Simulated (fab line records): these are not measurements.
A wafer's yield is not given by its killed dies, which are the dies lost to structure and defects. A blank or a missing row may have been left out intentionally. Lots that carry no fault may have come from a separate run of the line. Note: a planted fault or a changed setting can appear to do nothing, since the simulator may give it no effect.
Lot-split experiment || flow n5Finfet || 39 wafers read from 7 lots, route of 1938 steps

== ABOUT THE SPLIT ==
At N5_DUMMY_GATE_EXPOSE_12 (exposes mask GATE, target cd 25 nm), the setting doseMj was moved away from the recipe's 34 on 15 of the 39 wafers read, by -2.1% to +6.7%. The other wafers ran this setting at the recipe's value.

== FROM THE SPLIT TO THE READING: what the file shows between them, 2 steps ==
- N5_DUMMY_GATE_PEB_13: peb time 60 s
- N5_DUMMY_GATE_DEVELOP_14: develop time 30 s

== THE READING ==
Shown in nm: cdNm at N5_DUMMY_GATE_CD_MEAS_15, with target cd 25.8 nm. A value of 25.03 nm with a standard deviation of 0.23 nm is what fault-free wafers of this fab line usually give.

{"wafer": "L076.1", "tool, chamber at the split": "euvScanner-01, 0", "doseMj as run": 33.3, "against the recipe": "-2.1%", "cdNm, nm": 25.13, "against lot-mates on the recipe": "+0.15"}
{"wafer": "L076.2", "tool, chamber at the split": "euvScanner-01, 0", "doseMj as run": 33.3, "against the recipe": "-2.1%", "cdNm, nm": 25.60, "against lot-mates on the recipe": "+0.62"}
{"wafer": "L076.3", "tool, chamber at the split": "euvScanner-01, 0", "doseMj as run": 34, "against the recipe": "recipe", "cdNm, nm": 25.30, "against lot-mates on the recipe": "-"}
{"wafer": "L076.4", "tool, chamber at the split": "euvScanner-01, 0", "doseMj as run": 34, "against the recipe": "recipe", "cdNm, nm": 24.62, "against lot-mates on the recipe": "-"}
{"wafer": "L076.5", "tool, chamber at the split": "euvScanner-01, 0", "doseMj as run": 34, "against the recipe": "recipe", "cdNm, nm": 25.02, "against lot-mates on the recipe": "-"}
{"wafer": "L076.6", "tool, chamber at the split": "euvScanner-01, 0", "doseMj as run": 33.3, "against the recipe": "-2.1%", "cdNm, nm": 25.15, "against lot-mates on the recipe": "+0.17"}
{"wafer": "L080.1", "tool, chamber at the split": "euvScanner-01, 0", "doseMj as run": 34, "against the recipe": "recipe", "cdNm, nm": 24.85, "against lot-mates on the recipe": "-"}
{"wafer": "L080.2", "tool, chamber at the split": "euvScanner-01, 0", "doseMj as run": 34, "against the recipe": "recipe", "cdNm, nm": 24.74, "against lot-mates on the recipe": "-"}
{"wafer": "L080.3", "tool, chamber at the split": "euvScanner-01, 0", "doseMj as run": 34, "against the recipe": "recipe", "cdNm, nm": 25.05, "against lot-mates on the recipe": "-"}
{"wafer": "L080.4", "tool, chamber at the split": "euvScanner-01, 0", "doseMj as run": 34, "against the recipe": "recipe", "cdNm, nm": 24.48, "against lot-mates on the recipe": "-"}
{"wafer": "L080.5", "tool, chamber at the split": "euvScanner-01, 0", "doseMj as run": 34, "against the recipe": "recipe", "cdNm, nm": 25.14, "against lot-mates on the recipe": "-"}
{"wafer": "L080.6", "tool, chamber at the split": "euvScanner-01, 0", "doseMj as run": 34, "against the recipe": "recipe", "cdNm, nm": 24.91, "against lot-mates on the recipe": "-"}
{"wafer": "L081.1", "tool, chamber at the split": "euvScanner-02, 0", "doseMj as run": 35.59, "against the recipe": "+4.7%", "cdNm, nm": 24.09, "against lot-mates on the recipe": -0.91}
{"wafer": "L081.2", "tool, chamber at the split": "euvScanner-02, 0", "doseMj as run": 34, "against the recipe": "recipe", "cdNm, nm": 25.08, "against lot-mates on the recipe": "-"}
{"wafer": "L081.3", "tool, chamber at the split": "euvScanner-02, 0", "doseMj as run": 35.59, "against the recipe": "+4.7%", "cdNm, nm": 24.13, "against lot-mates on the recipe": -0.87}
{"wafer": "L081.4", "tool, chamber at the split": "euvScanner-02, 0", "doseMj as run": 34, "against the recipe": "recipe", "cdNm, nm": 24.94, "against lot-mates on the recipe": "-"}
{"wafer": "L081.5", "tool, chamber at the split": "euvScanner-02, 0", "doseMj as run": 35.59, "against the recipe": "+4.7%", "cdNm, nm": 24.28, "against lot-mates on the recipe": -0.72}
{"wafer": "L081.6", "tool, chamber at the split": "euvScanner-02, 0", "doseMj as run": 34, "against the recipe": "recipe", "cdNm, nm": 24.98, "against lot-mates on the recipe": "-"}
{"wafer": "L085.1", "tool, chamber at the split": "euvScanner-02, 0", "doseMj as run": 35.42, "against the recipe": "+4.2%", "cdNm, nm": 24.43, "against lot-mates on the recipe": -0.50}
{"wafer": "L085.2", "tool, chamber at the split": "euvScanner-02, 0", "doseMj as run": 34, "against the recipe": "recipe", "cdNm, nm": 25.15, "against lot-mates on the recipe": "-"}
{"wafer": "L085.3", "tool, chamber at the split": "euvScanner-02, 0", "doseMj as run": 35.42, "against the recipe": "+4.2%", "cdNm, nm": 24.38, "against lot-mates on the recipe": -0.55}
{"wafer": "L085.4", "tool, chamber at the split": "euvScanner-02, 0", "doseMj as run": 34, "against the recipe": "recipe", "cdNm, nm": 24.73, "against lot-mates on the recipe": "-"}
{"wafer": "L085.5", "tool, chamber at the split": "euvScanner-02, 0", "doseMj as run": 35.42, "against the recipe": "+4.2%", "cdNm, nm": 24.23, "against lot-mates on the recipe": -0.70}
{"wafer": "L085.6", "tool, chamber at the split": "euvScanner-02, 0", "doseMj as run": 34, "against the recipe": "recipe", "cdNm, nm": 24.90, "against lot-mates on the recipe": "-"}
{"wafer": "L086.2", "tool, chamber at the split": "euvScanner-02, 0", "doseMj as run": 34, "against the recipe": "recipe", "cdNm, nm": 25.17, "against lot-mates on the recipe": "-"}
{"wafer": "L086.3", "tool, chamber at the split": "euvScanner-02, 0", "doseMj as run": 34, "against the recipe": "recipe", "cdNm, nm": 25.08, "against lot-mates on the recipe": "-"}
{"wafer": "L086.4", "tool, chamber at the split": "euvScanner-02, 0", "doseMj as run": 34, "against the recipe": "recipe", "cdNm, nm": 24.99, "against lot-mates on the recipe": "-"}
{"wafer": "L088.1", "tool, chamber at the split": "euvScanner-01, 0", "doseMj as run": 34, "against the recipe": "recipe", "cdNm, nm": 25.27, "against lot-mates on the recipe": "-"}
{"wafer": "L088.2", "tool, chamber at the split": "euvScanner-01, 0", "doseMj as run": 36.27, "against the recipe": "+6.7%", "cdNm, nm": 23.71, "against lot-mates on the recipe": -1.26}
{"wafer": "L088.3", "tool, chamber at the split": "euvScanner-01, 0", "doseMj as run": 36.27, "against the recipe": "+6.7%", "cdNm, nm": 23.76, "against lot-mates on the recipe": -1.21}
{"wafer": "L088.4", "tool, chamber at the split": "euvScanner-01, 0", "doseMj as run": 34, "against the recipe": "recipe", "cdNm, nm": 24.74, "against lot-mates on the recipe": "-"}
{"wafer": "L088.5", "tool, chamber at the split": "euvScanner-01, 0", "doseMj as run": 34, "against the recipe": "recipe", "cdNm, nm": 24.90, "against lot-mates on the recipe": "-"}
{"wafer": "L088.6", "tool, chamber at the split": "euvScanner-01, 0", "doseMj as run": 36.27, "against the recipe": "+6.7%", "cdNm, nm": 24.22, "against lot-mates on the recipe": -0.75}
{"wafer": "L089.1", "tool, chamber at the split": "euvScanner-01, 0", "doseMj as run": 34.91, "against the recipe": "+2.7%", "cdNm, nm": 24.38, "against lot-mates on the recipe": -0.59}
{"wafer": "L089.2", "tool, chamber at the split": "euvScanner-01, 0", "doseMj as run": 34, "against the recipe": "recipe", "cdNm, nm": 24.86, "against lot-mates on the recipe": "-"}
{"wafer": "L089.3", "tool, chamber at the split": "euvScanner-01, 0", "doseMj as run": 34.91, "against the recipe": "+2.7%", "cdNm, nm": 24.66, "against lot-mates on the recipe": -0.31}
{"wafer": "L089.4", "tool, chamber at the split": "euvScanner-01, 0", "doseMj as run": 34, "against the recipe": "recipe", "cdNm, nm": 25.18, "against lot-mates on the recipe": "-"}
{"wafer": "L089.5", "tool, chamber at the split": "euvScanner-01, 0", "doseMj as run": 34.91, "against the recipe": "+2.7%", "cdNm, nm": 24.80, "against lot-mates on the recipe": -0.17}
{"wafer": "L089.6", "tool, chamber at the split": "euvScanner-01, 0", "doseMj as run": 34, "against the recipe": "recipe", "cdNm, nm": 24.88, "against lot-mates on the recipe": "-"}

THE FIT
A straight line over all 39 wafers: cdNm changes by -0.158 nm for each +1% of doseMj; r = -0.89; the points scatter about the line by 0.2 nm.
The same after taking each lot's own level away (the mean of its wafers on the recipe; 39 wafers): -0.159 nm for each +1%; r = -0.90; scatter 0.19 nm.
That fit puts the effect of the largest move of doseMj on the reading at 1.1 nm.
The lots' own levels span 24.862 to 25.080 nm, that is 0.9 times the standard deviation above.
Hence the lot-to-lot level has little effect on the slope; both slopes agree.
Check: -1.02 nm against its lot-mates is what the line predicts for one of the wafers moved furthest among these (+6.7%) when that wafer is left out of the fit. It came out at -1.26 nm against them.

== FURTHER SPLITS ON THESE WAFERS ==
Before the reading, these wafers also passed through other splits. Each is held against what the fit with the lots' levels taken away leaves over:
{"other split on the same wafers": "N5_PMOS_HMC_CHANNEL_EPI_FIN_RECESS_16 timeS", "wafers away from the commonest value": 12, "r with cdNm (lot level and that fit taken away)": "+0.21"}
{"other split on the same wafers": "N5_FIN_SAQP_HM_DEP_72 targetThkA", "wafers away from the commonest value": 18, "r with cdNm (lot level and that fit taken away)": "+0.02"}

== FILE'S OWN FIT ==
cdNm changes by -0.158 nm for each +1% of doseMj, r = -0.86.
